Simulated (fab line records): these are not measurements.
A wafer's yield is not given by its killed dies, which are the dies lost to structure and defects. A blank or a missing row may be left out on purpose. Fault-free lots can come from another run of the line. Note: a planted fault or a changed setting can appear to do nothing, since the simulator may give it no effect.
Comparing a struck lot with a sound one | flow nand-harc | 32 out of 1302 route steps
Sound: these wafers, L646.2, L646.4, L646.5. Struck: wafers L652.1, L652.2, L652.3. The cause is named last.
For every step that has rows: the tool of each side, followed by ch and its chambers, followed by its first start. Under that, the readings that differ: sound wafers | struck wafers | difference of the means | sigmas: that difference in standard deviations of wafers without a fault.
alike: same words and numbers on both sides, and readings whose means sit less than 2 such deviations apart. not compared: any withheld reading, any reading some wafer has no value for, any bound like >300 that may hide the same value, and any number with overlapping values for which the record gives no deviation.
Wherever a step has rows on one side only, a row that says differs or no value, or a row with sigmas, the two part there. Numbers that have no deviation but don't overlap get no sigmas and don't part them. A reading that every wafer of one side lacks parts them only if that side has two wafers or more.

first, 8 steps without rows for these wafers: NHARC_A_M0_DEVELOP_08 (develop time 35 s); NHARC_A_M0_DESCUM_14 (chemistry O2, time 3 s); NHARC_A_M0_ETCH_34 (etches the open film in N2/H2, target depth 40 nm, overetch 12 nm, time 43.94 s); NHARC_A_M0_ETCH_15 (etches the open film in C4F8/Ar, target depth 150 nm, overetch 15 nm, time 82.5 s); NHARC_A_M0_STRIP_18 (strips in N2/H2); NHARC_A_M0_STRIP_19 (strips in post etch residue remover, time 600 s); NHARC_A_M0_DEGAS_28 (time 60 s); NHARC_A_M0_PRE_CLEAN_29 (time 30 s).
NHARC_A_M0_PVD_20: deposits TaN, target thk 5 nm, time 8.06 s.
  sound on pvd-sputter-01 at day 23 07:36; struck on pvd-sputter-01 at day 24 22:59
  alike: throttle-valve-pct
then, 22 steps without rows for these wafers: NHARC_A_M0_PVD_21 (deposits Cu, target thk 30 nm, time 20.49 s); NHARC_A_M0_ECD_22 (material Cu, target thk 400 nm); NHARC_A_M0_ANNEAL_30 (time 90 s); NHARC_A_M0_CMP_23 (polishes, t overpolish 20 s, target thk 113.75 nm); NHARC_A_M0_SRD_25; NHARC_A_M0_PRE_CLEAN_31 (time 12 s); NHARC_A_M0_DEP_32 (deposits SiCN, target thk 30 nm); NHARC_A_M1_DEP_00 (deposits SiOC, target thk 182.5 nm); NHARC_A_M1_DEHYDRATE_01 (time 120 s); NHARC_A_M1_HMDS_02 (time 30 s); NHARC_A_M1_COAT_34 (time 65 s); NHARC_A_M1_COAT_03 (resist thk 90 nm); NHARC_A_M1_SOFTBAKE_04 (time 55 s); NHARC_A_M1_EBR_05; NHARC_A_M1_EXPOSE_06 (exposes mask A M1, target cd 120 nm); NHARC_A_M1_PEB_07 (peb time 65 s); NHARC_A_M1_DEVELOP_08 (develop time 35 s); NHARC_A_M1_DESCUM_14 (chemistry O2, time 3 s); NHARC_A_M1_ETCH_35 (etches the open film in N2/H2, target depth 40 nm, overetch 12 nm, time 43.94 s); NHARC_A_M1_ETCH_15 (etches the open film in C4F8/Ar, target depth 182.5 nm, time 91.2 s); NHARC_A_M1_STRIP_18 (strips in N2/H2); NHARC_A_M1_ETCH_28 (etches the open film in CF4/N2, target depth 30 nm, time 72.99 s).
NHARC_END_SORT_01:
  at this point the record logs the struck wafers (prober-02 ch 0, day 26 09:50) and has no rows for the sound ones

## WHERE THEY PART
NHARC_END_SORT_01 only, going by this record.

WHY: whatever the simulator had introduced
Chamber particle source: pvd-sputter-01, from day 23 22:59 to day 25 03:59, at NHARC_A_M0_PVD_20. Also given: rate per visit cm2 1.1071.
